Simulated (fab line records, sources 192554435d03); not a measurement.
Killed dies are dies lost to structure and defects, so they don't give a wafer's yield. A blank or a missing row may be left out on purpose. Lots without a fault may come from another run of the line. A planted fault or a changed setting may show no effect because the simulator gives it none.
A struck lot beside a sound one | flow n5_finfet | 15 steps out of a route of 1938
Sound: wafers L792.1, L792.4, L792.6. Struck: wafers L807.4, L807.5, L807.6. The cause comes at the end.
At each step with rows: each side's tool, then ch and its chambers, then its first start. Under that, the readings that differ: sound wafers | struck wafers | difference of the means | sigmas: that difference in standard deviations of wafers without a fault.
alike: readings whose means differ by less than 2 such deviations, and words and numbers that are the same on both sides. not compared: withheld readings, readings that some wafer has no value for, bounds like >300 that may hide the same value, and numbers for which the record gives no deviation and whose values overlap.
The two part at a step that has a row with sigmas, a row that says differs or no value, or rows on one side only. Numbers that don't overlap but have no deviation are shown without sigmas and don't part them. A reading that every wafer of one side lacks parts them only if that side has two wafers or more.

N5_BEOL_M15_SPUTTER_45: material Cu, target thk 100 nm, time 16.67 s.
  sound on pvd_sputter-03, day 11 19:17; struck on pvd_sputter-03, day 15 05:28
  alike: chamber_pressure_pa, chuck_sensor_temp_C, throttle_valve_pct
then, 1 step without rows for these wafers: N5_BEOL_M15_ECD_47 (material Cu, target thk 1860 nm).
N5_BEOL_M15_ANNEAL_48: time 90 s.
  sound on rtp_anneal-01 ch 0, day 11 19:38; struck on rtp_anneal-02 ch 0, day 15 05:58
  alike: wafer_temp_C_max
N5_BEOL_M15_CMP_49: polishes, stops on SiO2, t overpolish 4.9 s, target thk 850 nm.
  sound on cmp-03 ch 1,2, day 11 19:56; struck on cmp-01 ch 0,1,3, day 15 06:14
  alike: barrier_field_endpoint_s, motor_current_A, overpolish_run_s
N5_BEOL_M15_THK_MEAS_50: measures by xrf.
  sound on film_metro-02, day 11 20:14; struck on film_metro-02, day 15 06:25
  alike: M15_THK
then, 1 step without rows for these wafers: N5_BEOL_M15_PRE_CLEAN_52 (time 15 s).
N5_BEOL_M15_DEP_53: deposits SiCN from 3MS/NH3, target thk 50 nm, time 17.8 s.
  sound on pecvd-04 ch 0,1,2, day 11 20:17; struck on pecvd-01 ch 0,1, day 15 06:31
  alike: showerhead_plenum_p_Torr, throttle_valve_pct
N5_BEOL_M15_RS_MEAS_54: measures by four-point-probe.
  sound on film_metro-01, day 11 20:22; struck on film_metro-01, day 15 06:35
  alike: M15_RS
N5_BEOL_M15_INSPECT_55: inspects for defects (darkfield).
  sound on defect_inspect-02, day 11 20:23; struck on defect_inspect-02, day 15 06:36
  alike: raw_defect_count
N5_BEOL_M15_RC_MEAS_101:
  sound on prober-01 ch 0, day 11 20:25; struck on prober-02 ch 0, day 15 07:05
  alike: COMB_M10, COMB_M11, COMB_M12, COMB_M13, COMB_M14, COMB_M15, COMB_M5, COMB_M6, COMB_M6_max_site, COMB_M7, COMB_M8, COMB_M9, SERP_M10, SERP_M11, SERP_M11_max_site, SERP_M12, SERP_M13, SERP_M14, SERP_M5, SERP_M6, SERP_M6_max_site, SERP_M7, SERP_M8, SERP_M9, SERP_M9_max_site
N5_PASSIVATION_PECVD_00: deposits SiO2 from SiH4/N2O, target thk 200 nm, time 11.2 s.
  sound on pecvd-04 ch 1,2, day 11 21:23; struck on pecvd-02 ch 0,1,2, day 15 07:37
  alike: heater_power_w, showerhead_plenum_p_Torr, throttle_valve_pct
then, 1 step without rows for these wafers: N5_MIM_BOT_DEGAS_01 (time 60 s).
N5_MIM_BOT_SPUTTER_00: material TiN, target thk 35 nm, time 89.7 s.
  sound on pvd_sputter-01, day 11 21:56; struck on pvd_sputter-03, day 15 09:05
  reading                                     | sound                | struck               | difference | sigmas
  chamber_pressure_pa (Pa)                    | 0.5002 0.5007 0.5009 | 0.4300 0.4294 0.4285 | -0.0713    | -65
  throttle_valve_pct (%)                      | 27.5 30.5 27.2       | 32.5 34.9 30.1       | +4.1       | +3
  model.TiN_of_MIM_BOT_SPUTTER_00.thk_nm (nm) | 34.8 34.8 34.6       | 36.2 36.2 35.8       | +1.3       |
then, 1 step without rows for these wafers: N5_MIM_TOP_ALD_00 (deposits Al2O3, purge time 3 s, co reactant pulse time 3 s).
N5_PASSIVATION_PROBE_49:
  sound on prober-02, day 12 11:09; struck on prober-01, day 15 19:58
  alike: defect_limited_yield, killed_at_M0_to_M3, killed_at_M4_up, killed_at_contacts, killed_at_front_end, killed_at_other, killed_dies, killed_open, killed_short, sort_bin_4_leakage, sort_bin_5_function, sort_bin_6_memory, sort_bin_8_speed, sort_n_pass, sort_yield_pct

WHERE THEY PART
Only at N5_MIM_BOT_SPUTTER_00, within this record. Later steps at which nothing parts them and some readings are alike: N5_PASSIVATION_PROBE_49.

WHY: what the simulator had put in
Process parameter drift: pvd_sputter-03, from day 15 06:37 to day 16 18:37, at N5_MIM_BOT_SPUTTER_00. Setting chamber_pressure_pa, moved by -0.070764, from 0.49996. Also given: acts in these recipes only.
